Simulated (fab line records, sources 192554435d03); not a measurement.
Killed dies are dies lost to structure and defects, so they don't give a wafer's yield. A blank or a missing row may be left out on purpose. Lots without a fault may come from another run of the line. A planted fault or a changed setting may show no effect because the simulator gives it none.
A struck lot beside a sound one | flow n5_finfet | 26 steps out of a route of 1938
Sound: wafers L326.2, L326.4, L326.5. Struck: wafers L341.1, L341.3, L341.6. The cause comes at the end.
At each step with rows: each side's tool, then ch and its chambers, then its first start. Under that, the readings that differ: sound wafers | struck wafers | difference of the means | sigmas: that difference in standard deviations of wafers without a fault.
alike: readings whose means differ by less than 2 such deviations, and words and numbers that are the same on both sides. not compared: withheld readings, readings that some wafer has no value for, bounds like >300 that may hide the same value, and numbers for which the record gives no deviation and whose values overlap.
The two part at a step that has a row with sigmas, a row that says differs or no value, or rows on one side only. Numbers that don't overlap but have no deviation are shown without sigmas and don't part them. A reading that every wafer of one side lacks parts them only if that side has two wafers or more.

N5_BEOL_M6_OVL_MEAS_12:
  sound on overlay-01 ch 0, day 11 05:46; struck on overlay-01 ch 0, day 15 23:54
  alike: M6_OVL
N5_BEOL_M6_INSPECT_13: inspects for defects (brightfield).
  sound on defect_inspect-01, day 11 05:47; struck on defect_inspect-01, day 15 23:56
  alike: raw_defect_count
N5_BEOL_M6_DESCUM_16: chemistry O2, time 7.9 s.
  sound on rie_diel-05 ch 0,1,2, day 11 06:20; struck on rie_diel-01 ch 1,2,3, day 16 00:01
  alike: drypump_motor_current_A, oes_product_au, rf_vpp_V, showerhead_plenum_p_Torr, throttle_valve_pct
  not compared: rf_hours_counter_h
then, 3 steps without rows for these wafers: N5_BEOL_M6_ETCH_61 (etches SiARC in CF4, target depth 45.5 nm, time 75.8 s); N5_BEOL_M6_ETCH_62 (etches SOC in N2/H2, target depth 110 nm, overetch 22 nm, time 165 s); N5_BEOL_M6_STRIP_68 (strips in N2/H2).
N5_BEOL_M6_STRIP_67: strips in CF4.
  sound on rie_diel-05 ch 0,1,2, day 11 06:34; struck on rie_diel-01 ch 1,2,3, day 16 00:16
  alike: drypump_motor_current_A, oes_product_au, rf_vpp_V, showerhead_plenum_p_Torr, throttle_valve_pct
  not compared: rf_hours_counter_h
N5_BEOL_M6_HM_OPEN_17: chemistry Cl2/BCl3, target TiN, target depth 20 nm, overetch 6 nm.
  sound on rie_metal-03 ch 0,1, day 11 06:37; struck on rie_metal-01 ch 0,1, day 16 00:18
  alike: drypump_motor_current_A, oes_product_au, throttle_valve_pct
  not compared: rf_hours_counter_h
N5_BEOL_M6_STRIP_19: strips in O2.
  sound on rie_diel-05 ch 0,2,3, day 11 06:44; struck on rie_diel-04 ch 0,1,3, day 16 00:25
  alike: drypump_motor_current_A, oes_product_au, rf_vpp_V, showerhead_plenum_p_Torr, throttle_valve_pct
  not compared: rf_hours_counter_h
N5_BEOL_M6_CD_MEAS_18: pitch 80 nm, target cd 40 nm.
  sound on cd_sem-03, day 11 06:48; struck on cd_sem-01, day 16 00:29
  alike: cd_nm
then, 2 steps without rows for these wafers: N5_BEOL_M6_COAT_63 (time 60 s, resist thk 60 nm); N5_BEOL_M6_COAT_64 (time 60 s, resist thk 12 nm).
N5_BEOL_M6_COAT_71: time 60 s, resist thk 5 nm.
  sound on litho_track-04 ch 0, day 11 08:17; struck on litho_track-04 ch 0, day 16 02:23
  reading              | sound                | struck               | difference | sigmas
  spin_speed_rpm (rpm) | 1500.2 1499.0 1500.4 | 1413.5 1413.5 1413.3 | -86.4      | -93
  alike: chill_plate_temp_C, exhaust_pa
then, 6 steps without rows for these wafers: N5_BEOL_M6_COAT_22 (resist thk 30 nm); N5_BEOL_M6_EBR_24; N5_BEOL_M6_SOFTBAKE_23 (time 60 s); N5_BEOL_M6_EXPOSE_25 (exposes mask V5, target cd 40 nm); N5_BEOL_M6_PEB_26 (peb time 60 s); N5_BEOL_M6_DEVELOP_27 (develop time 30 s).
N5_BEOL_M6_CD_MEAS_28: target cd 40 nm.
  sound on cd_sem-03 ch 0, day 11 08:44; struck on cd_sem-03 ch 0, day 16 02:39
  alike: cd_nm
N5_BEOL_M6_OVL_MEAS_29:
  sound on overlay-01 ch 0, day 11 08:46; struck on overlay-01 ch 0, day 16 02:41
  alike: V5_OVL
N5_BEOL_M6_INSPECT_30: inspects for defects (brightfield).
  sound on defect_inspect-01, day 11 08:49; struck on defect_inspect-02, day 16 02:44
  alike: raw_defect_count
then, 1 step without rows for these wafers: N5_BEOL_M6_DESCUM_33 (chemistry O2, time 7 s).
N5_BEOL_M6_ETCH_72: etches underlayer in N2/H2, target depth 6.5 nm, time 5.2 s.
  sound on rie_diel-05 ch 0,2, day 11 09:18; struck on rie_diel-05 ch 0,1,2, day 16 02:49
  reading                  | sound             | struck            | difference | sigmas
  model.etch.depth_nm (nm) | 4.999 5.005 4.987 | 5.203 5.186 5.193 | +0.197     |
  alike: drypump_motor_current_A, etch_rf_on_time_s, h2_flow_sccm, oes_product_au, rf_vpp_V, showerhead_plenum_p_Torr, throttle_valve_pct
  not compared: rf_hours_counter_h
N5_BEOL_M6_ETCH_65: etches SiARC in CF4, target depth 15.6 nm, time 26 s.
  sound on rie_diel-05 ch 0,2, day 11 09:19; struck on rie_diel-05 ch 0,1,2, day 16 02:50
  alike: drypump_motor_current_A, etch_rf_on_time_s, oes_product_au, rf_vpp_V, showerhead_plenum_p_Torr, throttle_valve_pct
  not compared: rf_hours_counter_h
then, 1 step without rows for these wafers: N5_PASSIVATION_PROBE_49.

WHERE THEY PART
Only at N5_BEOL_M6_COAT_71, within this record. Later steps at which nothing parts them and some readings are alike: N5_BEOL_M6_CD_MEAS_28, N5_BEOL_M6_OVL_MEAS_29, N5_BEOL_M6_INSPECT_30, N5_BEOL_M6_ETCH_72, N5_BEOL_M6_ETCH_65.

WHY: what the simulator had put in
Process parameter drift: litho_track-04, from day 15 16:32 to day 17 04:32, at N5_BEOL_M6_COAT_71. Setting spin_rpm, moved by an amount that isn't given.
